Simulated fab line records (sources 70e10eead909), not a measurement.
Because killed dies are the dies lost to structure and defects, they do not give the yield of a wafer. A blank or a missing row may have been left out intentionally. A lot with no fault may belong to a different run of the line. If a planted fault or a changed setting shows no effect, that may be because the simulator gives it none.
Which of the tools did it? :: flow nand-harc :: 72 wafers from 24 lots sampled at 3 of the route's 1302 steps

WHAT THE GAUGES SHOWED, per wafer
NHARC_A_SLIT_CD_MEAS_21.
lot: L074
measured: day 19 14:40
on: cd-sem-01
cd-nm (nm): 288.2 290.5 288.4

lot: L075
measured: day 20 10:34
on: cd-sem-03
cd-nm (nm): 289.4 288.9 289.7

lot: L076
measured: day 20 09:50
on: cd-sem-01
cd-nm (nm): 289.3 290.6 290.9

lot: L077
measured: day 21 18:17
on: cd-sem-01
cd-nm (nm): 289.6 289.2 289.9

lot: L079
measured: day 21 22:08
on: cd-sem-01
cd-nm (nm): 289.9 290.1 289.6

lot: L078
measured: day 21 19:47
on: cd-sem-01
cd-nm (nm): 289.0 289.2 288.9

lot: L080
measured: day 22 13:31
on: cd-sem-02
cd-nm (nm): 289.7 289.7 288.6

lot: L081
measured: day 23 09:31
on: cd-sem-03
cd-nm (nm): 290.5 290.0 290.4

lot: L082
measured: day 23 05:44
on: cd-sem-02
cd-nm (nm): 289.3 288.5 288.6

lot: L084
measured: day 24 03:29
on: cd-sem-03
cd-nm (nm): 288.9 290.5 288.7

lot: L083
measured: day 24 05:11
on: cd-sem-01
cd-nm (nm): 289.8 287.8 290.6

lot: L085
measured: day 24 17:28
on: cd-sem-01
cd-nm (nm): 291.0 289.4 289.1

lot: L086
measured: day 25 00:00
on: cd-sem-03
cd-nm (nm): 290.3 288.8 289.8

lot: L088
measured: day 25 11:15
on: cd-sem-03
cd-nm (nm): 289.6 288.8 289.8

lot: L087
measured: day 25 12:02
on: cd-sem-02
cd-nm (nm): 285.9 288.3 286.4

lot: L089
measured: day 26 03:36
on: cd-sem-03
cd-nm (nm): 290.2 289.5 289.0

lot: L091
measured: day 26 07:28
on: cd-sem-03
cd-nm (nm): 287.5 289.6 288.0

lot: L090
measured: day 26 15:52
on: cd-sem-03
cd-nm (nm): 289.0 290.0 290.3

lot: L093
measured: day 27 14:11
on: cd-sem-01
cd-nm (nm): 288.6 288.1 289.4

lot: L092
measured: day 27 14:26
on: cd-sem-01
cd-nm (nm): 289.5 289.9 289.7

lot: L094
measured: day 27 23:00
on: cd-sem-03
cd-nm (nm): 290.8 290.1 290.7

lot: L095
measured: day 28 13:10
on: cd-sem-03
cd-nm (nm): 287.5 289.0 287.7

lot: L096
measured: day 28 16:26
on: cd-sem-03
cd-nm (nm): 290.8 290.4 292.0

lot: L097
measured: day 29 10:14
on: cd-sem-01
cd-nm (nm): 291.0 291.0 291.0

WHAT TOOL EACH LOT RAN ON (gives the tool, then ch and the chambers of the sampled wafers, and finally the start)
lot: L074
NHARC_A_STAIRCASE_CMP_450: cmp-03 ch 0,1,2, day 18 14:31
NHARC_A_STAIRCASE_ETCHBACK_157: rie-diel-09 ch 0,1,3, day 18 15:28

lot: L075
NHARC_A_STAIRCASE_CMP_450: cmp-04 ch 1,3, day 19 11:22
NHARC_A_STAIRCASE_ETCHBACK_157: rie-diel-12 ch 0,2,3, day 19 12:17

lot: L076
NHARC_A_STAIRCASE_CMP_450: cmp-03 ch 0,1,3, day 19 11:31
NHARC_A_STAIRCASE_ETCHBACK_157: rie-diel-02 ch 1,2,3, day 19 12:25

lot: L077
NHARC_A_STAIRCASE_CMP_450: cmp-01 ch 1,2,3, day 20 14:44
NHARC_A_STAIRCASE_ETCHBACK_157: rie-diel-02 ch 0,1,2, day 20 15:40

lot: L079
NHARC_A_STAIRCASE_CMP_450: cmp-03 ch 0,2, day 20 14:49
NHARC_A_STAIRCASE_ETCHBACK_157: rie-diel-12 ch 0,1, day 20 15:42

lot: L078
NHARC_A_STAIRCASE_CMP_450: cmp-01 ch 2,3, day 20 15:01
NHARC_A_STAIRCASE_ETCHBACK_157: rie-diel-02 ch 0,1,2, day 20 15:55

lot: L080
NHARC_A_STAIRCASE_CMP_450: cmp-01 ch 0,1,3, day 21 10:41
NHARC_A_STAIRCASE_ETCHBACK_157: rie-diel-12 ch 0,2,3, day 21 11:40

lot: L081
NHARC_A_STAIRCASE_CMP_450: cmp-01 ch 0,1,2, day 22 08:22
NHARC_A_STAIRCASE_ETCHBACK_157: rie-diel-09 ch 0,1,3, day 22 09:16

lot: L082
NHARC_A_STAIRCASE_CMP_450: cmp-04 ch 1,2, day 22 08:32
NHARC_A_STAIRCASE_ETCHBACK_157: rie-diel-02 ch 0,2,3, day 22 09:27

lot: L084
NHARC_A_STAIRCASE_CMP_450: cmp-01 ch 0,2,3, day 23 06:14
NHARC_A_STAIRCASE_ETCHBACK_157: rie-diel-02 ch 0,1,2, day 23 07:08

lot: L083
NHARC_A_STAIRCASE_CMP_450: cmp-04 ch 1,2,3, day 23 06:30
NHARC_A_STAIRCASE_ETCHBACK_157: rie-diel-02 ch 0,1, day 23 07:23

lot: L085
NHARC_A_STAIRCASE_CMP_450: cmp-03 ch 0,1,3, day 23 16:29
NHARC_A_STAIRCASE_ETCHBACK_157: rie-diel-12 ch 0,1,3, day 23 17:25

lot: L086
NHARC_A_STAIRCASE_CMP_450: cmp-04 ch 0,2,3, day 23 22:59
NHARC_A_STAIRCASE_ETCHBACK_157: rie-diel-02 ch 1,3, day 23 23:52

lot: L088
NHARC_A_STAIRCASE_CMP_450: cmp-04 ch 1,2,3, day 24 14:33
NHARC_A_STAIRCASE_ETCHBACK_157: rie-diel-12 ch 1,2,3, day 24 15:26

lot: L087
NHARC_A_STAIRCASE_CMP_450: cmp-03 ch 0,1,3, day 24 14:46
NHARC_A_STAIRCASE_ETCHBACK_157: rie-diel-02 ch 1,2,3, day 24 15:39

lot: L089
NHARC_A_STAIRCASE_CMP_450: cmp-04 ch 0,2,3, day 25 06:20
NHARC_A_STAIRCASE_ETCHBACK_157: rie-diel-09 ch 0,1,2, day 25 07:15

lot: L091
NHARC_A_STAIRCASE_CMP_450: cmp-04 ch 1,2,3, day 25 09:44
NHARC_A_STAIRCASE_ETCHBACK_157: rie-diel-09 ch 1,3, day 25 10:39

lot: L090
NHARC_A_STAIRCASE_CMP_450: cmp-03 ch 0,3, day 25 18:48
NHARC_A_STAIRCASE_ETCHBACK_157: rie-diel-12 ch 0,3, day 25 19:43

lot: L093
NHARC_A_STAIRCASE_CMP_450: cmp-03 ch 0,2,3, day 26 15:44
NHARC_A_STAIRCASE_ETCHBACK_157: rie-diel-02 ch 1,2,3, day 26 16:38

lot: L092
NHARC_A_STAIRCASE_CMP_450: cmp-04 ch 1,2, day 26 15:56
NHARC_A_STAIRCASE_ETCHBACK_157: rie-diel-02 ch 1,2, day 26 16:51

lot: L094
NHARC_A_STAIRCASE_CMP_450: cmp-03 ch 0,2,3, day 27 02:02
NHARC_A_STAIRCASE_ETCHBACK_157: rie-diel-02 ch 0,2, day 27 02:58

lot: L095
NHARC_A_STAIRCASE_CMP_450: cmp-04 ch 0,1,3, day 27 12:16
NHARC_A_STAIRCASE_ETCHBACK_157: rie-diel-02 ch 0,2,3, day 27 13:11

lot: L096
NHARC_A_STAIRCASE_CMP_450: cmp-03 ch 0,2, day 27 12:34
NHARC_A_STAIRCASE_ETCHBACK_157: rie-diel-09 ch 0,1,3, day 27 13:29

lot: L097
NHARC_A_STAIRCASE_CMP_450: cmp-04 ch 0,1,3, day 28 13:36
NHARC_A_STAIRCASE_ETCHBACK_157: rie-diel-02 ch 0,1, day 28 14:29
- NHARC_A_STAIRCASE_CMP_450: polishes SiO2, target thk 200 nm.
- NHARC_A_STAIRCASE_ETCHBACK_157: etches the open film in CH3F/O2, target depth 90 nm, time 167.14 s.

WHAT THE TOOLS THEMSELVES READ (means of the sampled wafers that have a number; where no wafer has one, the mark that the record gives instead)
NHARC_A_STAIRCASE_CMP_450.
lot: L074
tool: cmp-03
motor-current-A (A): 12.5

lot: L075
tool: cmp-04
motor-current-A (A): 12.8

lot: L076
tool: cmp-03
motor-current-A (A): 12.5

lot: L077
tool: cmp-01
motor-current-A (A): 13.2

lot: L079
tool: cmp-03
motor-current-A (A): 12.5

lot: L078
tool: cmp-01
motor-current-A (A): 13.4

lot: L080
tool: cmp-01
motor-current-A (A): 12.7

lot: L081
tool: cmp-01
motor-current-A (A): 13.4

lot: L082
tool: cmp-04
motor-current-A (A): 11.2

lot: L084
tool: cmp-01
motor-current-A (A): 13.2

lot: L083
tool: cmp-04
motor-current-A (A): 11.7

lot: L085
tool: cmp-03
motor-current-A (A): 12.4

lot: L086
tool: cmp-04
motor-current-A (A): 11.7

lot: L088
tool: cmp-04
motor-current-A (A): 11.8

lot: L087
tool: cmp-03
motor-current-A (A): 12.5

lot: L089
tool: cmp-04
motor-current-A (A): 12.3

lot: L091
tool: cmp-04
motor-current-A (A): 12.1

lot: L090
tool: cmp-03
motor-current-A (A): 11.5

lot: L093
tool: cmp-03
motor-current-A (A): 11.6

lot: L092
tool: cmp-04
motor-current-A (A): 11.0

lot: L094
tool: cmp-03
motor-current-A (A): 11.6

lot: L095
tool: cmp-04
motor-current-A (A): 12.2

lot: L096
tool: cmp-03
motor-current-A (A): 11.7

lot: L097
tool: cmp-04
motor-current-A (A): 12.0

NHARC_A_STAIRCASE_ETCHBACK_157.
lot: L074
tool: rie-diel-09
drypump-motor-current-A (A): 5.8
mfc-ar-sccm (sccm): 200.3
oes-product-au (a.u.): 0.92
rf-vpp-V (V): 243.9
showerhead-plenum-p-Torr (Torr): 2.43
throttle-valve-pct (%): 20.663

lot: L075
tool: rie-diel-12
drypump-motor-current-A (A): 5.6
mfc-ar-sccm (sccm): 200.1
oes-product-au (a.u.): 0.93
rf-vpp-V (V): 245.1
showerhead-plenum-p-Torr (Torr): 2.53
throttle-valve-pct (%): 20.663

lot: L076
tool: rie-diel-02
drypump-motor-current-A (A): 5.6
mfc-ar-sccm (sccm): 199.8
oes-product-au (a.u.): 1.01
rf-vpp-V (V): 243.9
showerhead-plenum-p-Torr (Torr): 2.37
throttle-valve-pct (%): 20.674

lot: L077
tool: rie-diel-02
drypump-motor-current-A (A): 5.9
mfc-ar-sccm (sccm): 199.9
oes-product-au (a.u.): 1.00
rf-vpp-V (V): 244.2
showerhead-plenum-p-Torr (Torr): 2.41
throttle-valve-pct (%): 20.664

lot: L079
tool: rie-diel-12
drypump-motor-current-A (A): 5.6
mfc-ar-sccm (sccm): 199.8
oes-product-au (a.u.): 1.01
rf-vpp-V (V): 243.1
showerhead-plenum-p-Torr (Torr): 2.38
throttle-valve-pct (%): 20.676

lot: L078
tool: rie-diel-02
drypump-motor-current-A (A): 5.9
mfc-ar-sccm (sccm): 199.9
oes-product-au (a.u.): 0.92
rf-vpp-V (V): 243.0
showerhead-plenum-p-Torr (Torr): 2.41
throttle-valve-pct (%): 20.665

lot: L080
tool: rie-diel-12
drypump-motor-current-A (A): 5.6
mfc-ar-sccm (sccm): 199.9
oes-product-au (a.u.): 1.01
rf-vpp-V (V): 246.0
showerhead-plenum-p-Torr (Torr): 2.53
throttle-valve-pct (%): 20.661

lot: L081
tool: rie-diel-09
drypump-motor-current-A (A): 5.8
mfc-ar-sccm (sccm): 199.8
oes-product-au (a.u.): 1.01
rf-vpp-V (V): 243.8
showerhead-plenum-p-Torr (Torr): 2.42
throttle-valve-pct (%): 20.667

lot: L082
tool: rie-diel-02
drypump-motor-current-A (A): 5.7
mfc-ar-sccm (sccm): 200.0
oes-product-au (a.u.): 1.00
rf-vpp-V (V): 242.9
showerhead-plenum-p-Torr (Torr): 2.35
throttle-valve-pct (%): 20.664

lot: L084
tool: rie-diel-02
drypump-motor-current-A (A): 5.9
mfc-ar-sccm (sccm): 200.1
oes-product-au (a.u.): 0.93
rf-vpp-V (V): 244.2
showerhead-plenum-p-Torr (Torr): 2.40
throttle-valve-pct (%): 20.677

lot: L083
tool: rie-diel-02
drypump-motor-current-A (A): 6.0
mfc-ar-sccm (sccm): 200.1
oes-product-au (a.u.): 1.00
rf-vpp-V (V): 244.3
showerhead-plenum-p-Torr (Torr): 2.46
throttle-valve-pct (%): 20.663

lot: L085
tool: rie-diel-12
drypump-motor-current-A (A): 5.4
mfc-ar-sccm (sccm): 200.2
oes-product-au (a.u.): 0.93
rf-vpp-V (V): 242.2
showerhead-plenum-p-Torr (Torr): 2.42
throttle-valve-pct (%): 20.657

lot: L086
tool: rie-diel-02
drypump-motor-current-A (A): 5.5
mfc-ar-sccm (sccm): 199.7
oes-product-au (a.u.): 0.94
rf-vpp-V (V): 242.5
showerhead-plenum-p-Torr (Torr): 2.36
throttle-valve-pct (%): 20.658

lot: L088
tool: rie-diel-12
drypump-motor-current-A (A): 5.6
mfc-ar-sccm (sccm): 200.4
oes-product-au (a.u.): 0.96
rf-vpp-V (V): 243.9
showerhead-plenum-p-Torr (Torr): 2.46
throttle-valve-pct (%): 20.659

lot: L087
tool: rie-diel-02
drypump-motor-current-A (A): 5.6
mfc-ar-sccm (sccm): 200.5
oes-product-au (a.u.): 0.99
rf-vpp-V (V): 242.5
showerhead-plenum-p-Torr (Torr): 2.35
throttle-valve-pct (%): 20.670

lot: L089
tool: rie-diel-09
drypump-motor-current-A (A): 5.7
mfc-ar-sccm (sccm): 200.4
oes-product-au (a.u.): 0.92
rf-vpp-V (V): 244.6
showerhead-plenum-p-Torr (Torr): 2.48
throttle-valve-pct (%): 20.654

lot: L091
tool: rie-diel-09
drypump-motor-current-A (A): 6.0
mfc-ar-sccm (sccm): 199.9
oes-product-au (a.u.): 0.93
rf-vpp-V (V): 244.0
showerhead-plenum-p-Torr (Torr): 2.45
throttle-valve-pct (%): 20.667

lot: L090
tool: rie-diel-12
drypump-motor-current-A (A): 5.4
mfc-ar-sccm (sccm): 200.1
oes-product-au (a.u.): 1.01
rf-vpp-V (V): 243.9
showerhead-plenum-p-Torr (Torr): 2.46
throttle-valve-pct (%): 20.668

lot: L093
tool: rie-diel-02
drypump-motor-current-A (A): 5.7
mfc-ar-sccm (sccm): 199.8
oes-product-au (a.u.): 1.01
rf-vpp-V (V): 242.4
showerhead-plenum-p-Torr (Torr): 2.35
throttle-valve-pct (%): 20.662

lot: L092
tool: rie-diel-02
drypump-motor-current-A (A): 5.8
mfc-ar-sccm (sccm): 199.4
oes-product-au (a.u.): 0.99
rf-vpp-V (V): 242.5
showerhead-plenum-p-Torr (Torr): 2.35
throttle-valve-pct (%): 20.666

lot: L094
tool: rie-diel-02
drypump-motor-current-A (A): 5.9
mfc-ar-sccm (sccm): 199.1
oes-product-au (a.u.): 0.99
rf-vpp-V (V): 243.1
showerhead-plenum-p-Torr (Torr): 2.38
throttle-valve-pct (%): 20.665

lot: L095
tool: rie-diel-02
drypump-motor-current-A (A): 5.7
mfc-ar-sccm (sccm): 200.0
oes-product-au (a.u.): 1.00
rf-vpp-V (V): 243.2
showerhead-plenum-p-Torr (Torr): 2.33
throttle-valve-pct (%): 20.664

lot: L096
tool: rie-diel-09
drypump-motor-current-A (A): 5.8
mfc-ar-sccm (sccm): 199.9
oes-product-au (a.u.): 0.96
rf-vpp-V (V): 243.9
showerhead-plenum-p-Torr (Torr): 2.41
throttle-valve-pct (%): 20.660

lot: L097
tool: rie-diel-02
drypump-motor-current-A (A): 6.1
mfc-ar-sccm (sccm): 200.1
oes-product-au (a.u.): 0.98
rf-vpp-V (V): 244.2
showerhead-plenum-p-Torr (Torr): 2.43
throttle-valve-pct (%): 20.663

THE ANSWER, worked out from the rows above alone
Rule: the lots themselves supply what counts as usual. The widest of any qualifying gaps counts: lots, ordered by their means at a reading, are off when they make up no more than a third of the lots, leave a main group of 4 or more, and stand apart from it by 3 or more times the standard deviation of that group's means. If all means in a main group match to the digits the tables above print for the reading, that group is not used. Also off: a lot with no number at a reading for which 4 or more lots have one. The other lots that the step has rows for count as sound. After the gauges, taken in route order, come the tools' own readings; for these a lot's mean is taken, as printed above. The first step at which some lot is off is used, and at that step the reading that is off furthest; a lot without a number counts as furthest.
No lot is off at any reading shown: from this, nothing can be told.

WHAT WAS PUT IN BY THE SIMULATOR
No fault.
